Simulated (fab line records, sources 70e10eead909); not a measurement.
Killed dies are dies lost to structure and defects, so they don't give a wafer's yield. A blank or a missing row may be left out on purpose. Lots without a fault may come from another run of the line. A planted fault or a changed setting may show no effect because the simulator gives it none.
Which tool did it? | flow nand_harc | 11 lots, 33 wafers sampled, at 3 steps of a route of 1302

WHAT THE GAUGES READ, wafer by wafer
NHARC_P_GATE_CD_MEAS_26: target cd 120 nm.
lot  | measured     | on        | cd_nm (nm)
L102 | day 7 10:23  | cd_sem-02 | 119.4 119.8 119.3
L104 | day 8 08:49  | cd_sem-03 | 119.1 117.8 119.3
L105 | day 8 18:10  | cd_sem-01 | 119.9 117.9 120.2
L112 | day 11 20:53 | cd_sem-02 | 119.2 119.7 119.4
L113 | day 12 09:30 | cd_sem-01 | 120.0 120.6 120.5
L114 | day 12 13:59 | cd_sem-03 | 119.2 119.9 119.8
L115 | day 12 18:28 | cd_sem-01 | 119.8 119.1 119.9
L116 | day 13 17:04 | cd_sem-01 | 119.1 120.4 119.8
L117 | day 13 21:48 | cd_sem-02 | 120.2 120.5 120.1
L118 | day 14 07:37 | cd_sem-01 | 119.4 120.5 119.5
L119 | day 14 21:25 | cd_sem-03 | 119.6 119.2 120.1

WHICH TOOL RAN EACH LOT (tool, then ch and the chambers of the sampled wafers, then the start)
lot  | NHARC_P_STI_CMP_21            | NHARC_P_GATE_PEB_24
L102 | cmp-03 ch 0,1,2, day 6 02:08  | litho_track-06 ch 0, day 7 10:19
L104 | cmp-01 ch 0,2,3, day 7 00:59  | litho_track-06 ch 0, day 8 08:44
L105 | cmp-01 ch 1,2, day 7 09:19    | litho_track-06 ch 0, day 8 18:05
L112 | cmp-03 ch 1,3, day 10 07:22   | litho_track-06 ch 0, day 11 20:48
L113 | cmp-03 ch 1,2,3, day 10 23:35 | litho_track-06 ch 0, day 12 09:25
L114 | cmp-04 ch 1,3, day 11 06:40   | litho_track-06 ch 0, day 12 13:54
L115 | cmp-04 ch 0,1,2, day 11 12:11 | litho_track-06 ch 0, day 12 18:23
L116 | cmp-03 ch 0,1, day 12 02:26   | litho_track-06 ch 0, day 13 16:58
L117 | cmp-03 ch 0,1,2, day 12 08:42 | litho_track-01 ch 0, day 13 21:43
L118 | cmp-03 ch 0,1,3, day 12 19:53 | litho_track-04 ch 0, day 14 07:32
L119 | cmp-03 ch 0,1,2, day 13 08:01 | litho_track-04 ch 0, day 14 21:19
- NHARC_P_STI_CMP_21: polishes, t overpolish 20 s, target thk 380.67 nm.
- NHARC_P_GATE_PEB_24: peb time 65 s.

THE ANSWER, worked out from the rows above alone
Rule: what is usual is taken from the lots themselves. Put in order of their means at a reading, lots are off if they are a third of the lots or fewer, leave a main group of 4 or more, and stand apart from it by a gap of 3 or more times the standard deviation of the main group's means; of several such gaps the widest counts. A main group whose means are all the same, to the digits that the tables above print for the reading, isn't used. A lot without any number at a reading at which 4 lots or more have one is off too. The other lots that the step has rows for count as sound.
No lot is off at any reading shown: from this, nothing can be told.

WHAT THE SIMULATOR HAD PUT IN
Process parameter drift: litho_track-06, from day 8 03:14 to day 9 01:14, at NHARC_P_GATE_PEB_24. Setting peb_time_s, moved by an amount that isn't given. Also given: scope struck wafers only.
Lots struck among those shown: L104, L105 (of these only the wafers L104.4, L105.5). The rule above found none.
